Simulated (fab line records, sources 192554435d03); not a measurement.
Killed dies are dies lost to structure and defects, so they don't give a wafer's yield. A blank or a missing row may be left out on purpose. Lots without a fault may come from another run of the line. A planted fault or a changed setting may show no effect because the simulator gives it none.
A struck lot beside a sound one | flow n5_finfet | 22 steps out of a route of 1938
Sound: wafers L517.1, L517.2, L517.4. Struck: wafers L499.3, L499.4, L499.5. The cause comes at the end.
At each step with rows: each side's tool, then ch and its chambers, then its first start. Under that, the readings that differ: sound wafers | struck wafers | difference of the means | sigmas: that difference in standard deviations of wafers without a fault.
alike: readings whose means differ by less than 2 such deviations, and words and numbers that are the same on both sides. not compared: withheld readings, readings that some wafer has no value for, bounds like >300 that may hide the same value, and numbers for which the record gives no deviation and whose values overlap.
The two part at a step that has a row with sigmas, a row that says differs or no value, or rows on one side only. Numbers that don't overlap but have no deviation are shown without sigmas and don't part them. A reading that every wafer of one side lacks parts them only if that side has two wafers or more.

N5_STI_FIN_REVEAL_THK_MEAS_05:
  sound on film_metro-01, day 7 22:04; struck on film_metro-01, day 3 09:20
  alike: thk_nm
N5_STI_FIN_REVEAL_DENSIFY_30:
  sound on rtp_anneal-02 ch 0, day 7 22:06; struck on rtp_anneal-01 ch 0, day 3 09:34
  alike: lamp_power_pct, lamp_zone_2_pct
  not compared: wafer_temp_C_max
N5_STI_FIN_REVEAL_ETCHBACK_08: etches SiO2 in C4F6/O2, target depth 30.5 nm, time 10.167 s.
  sound on rie_diel-05 ch 0,2,3, day 7 22:19; struck on rie_diel-04 ch 0,2,3, day 3 09:43
  alike: O2_flow_sccm, drypump_motor_current_A, oes_product_au, rf_vpp_V, showerhead_plenum_p_Torr, throttle_valve_pct
  not compared: rf_hours_counter_h
N5_STI_FIN_REVEAL_STRIP_24: strips in N2/H2, time 90 s.
  sound on rie_diel-05 ch 0,2,3, day 7 22:20; struck on rie_diel-04 ch 0,2,3, day 3 09:46
  alike: drypump_motor_current_A, oes_product_au, rf_vpp_V, showerhead_plenum_p_Torr, throttle_valve_pct
  not compared: rf_hours_counter_h
then, 4 steps without rows for these wafers: N5_STI_FIN_REVEAL_PRECLEAN_25 (cleans in SPM, time 90 s); N5_STI_FIN_REVEAL_PRECLEAN_26 (cleans in SC1, time 45 s); N5_STI_FIN_REVEAL_PRECLEAN_29 (cleans in DHF, time 30 s); N5_STI_FIN_REVEAL_SRD_12 (time 30 s).
N5_STI_FIN_REVEAL_RECESS_09: chemistry HF/NH3, target SiO2, afs cycles 11, target depth 42.5 nm, sublimation time 60 s.
  sound on vapor_etch-02 ch 0,1, day 7 22:34; struck on vapor_etch-01 ch 0,1, day 3 10:31
  alike: drypump_motor_current_A, foreline_p_Torr
then, 3 steps without rows for these wafers: N5_STI_FIN_REVEAL_STRIP_16 (strips SiNx in H3PO4, target depth 23.8 nm); N5_STI_FIN_REVEAL_PRECLEAN_17 (cleans in NF3:NH3, afs cycles 1, time 20 s, sublimation time 60 s); N5_STI_FIN_REVEAL_ETCH_34 (etches Si in H2, material Si, target depth 0.97 nm).
N5_STI_FIN_REVEAL_OXIDATION_31: chemistry O2 PLASMA REMOTE, time 20 s.
  sound on plasma_asher-01 ch 0,1, day 8 00:43; struck on plasma_asher-01 ch 0,1, day 3 12:09
  no value came back on the struck wafers for chamber_pressure_mTorr (mTorr), drypump_motor_current_A (A), heater_power_w (W), o2_flow_sccm (sccm); on the sound wafers chamber_pressure_mTorr (mTorr) reads 1001.1 1001.3 1001.2
  reading                                             | sound | struck            | difference | sigmas
  model.Si_of_PMOS_HMC_CHANNEL_EPI_EPI_26.thk_nm (nm) | 3 3 3 | 3.225 3.266 3.284 | +0.258     |
  not compared: rf_hours_counter_h
then, 3 steps without rows for these wafers: N5_STI_FIN_REVEAL_PRECLEAN_32 (cleans in NF3:NH3, afs cycles 1, time 20 s, sublimation time 60 s); N5_STI_FIN_REVEAL_STRIP_35 (strips Si3N4 in H3PO4, target depth 4 nm, time 39 s); N5_STI_FIN_REVEAL_SRD_21 (time 30 s).
N5_STI_FIN_REVEAL_OXIDATION_33: chemistry O2 PLASMA REMOTE, time 20 s.
  sound on plasma_asher-02 ch 0,1, day 8 01:14; struck on plasma_asher-02 ch 0,1, day 3 12:30
  alike: chamber_pressure_mTorr, drypump_motor_current_A, heater_power_w, o2_flow_sccm
  not compared: rf_hours_counter_h
N5_STI_FIN_REVEAL_CLEAN_19: cleans in O3/DIW, time 120 s.
  sound on wet_bench-04 ch 0,2,7, day 8 01:20; struck on wet_bench-06 ch 3,6,7, day 3 12:34
  reading                                             | sound       | struck      | difference | sigmas
  model.Si_of_PMOS_HMC_CHANNEL_EPI_EPI_26.thk_nm (nm) | 2.4 2.4 2.4 | 2.6 2.8 2.8 | +0.3       |
then, 1 step without rows for these wafers: N5_STI_FIN_REVEAL_SRD_23 (time 30 s).
N5_STI_FIN_REVEAL_CD_MEAS_22: target cd 6.238 nm, pitch 28 nm.
  sound on cd_sem-02, day 8 01:25; struck on cd_sem-02, day 3 12:39
  reading    | sound       | struck      | difference | sigmas
  cd_nm (nm) | 6.9 6.3 6.3 | 7.6 7.9 7.4 | +1.1       | +4
N5_STI_FIN_REVEAL_FIN_H_MEAS_10:
  sound on ocd-01, day 8 01:26; struck on ocd-01, day 3 12:41
  alike: trench_depth_nm
then, 1 step without rows for these wafers: N5_PASSIVATION_PROBE_49.

WHERE THEY PART
First at N5_STI_FIN_REVEAL_OXIDATION_31; last, within this record, at N5_STI_FIN_REVEAL_CD_MEAS_22. Later steps at which nothing parts them and some readings are alike: N5_STI_FIN_REVEAL_FIN_H_MEAS_10.

WHY: what the simulator had put in
Skipped step whole: plasma_asher-01, from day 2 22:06 on, at N5_STI_FIN_REVEAL_OXIDATION_31. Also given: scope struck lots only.
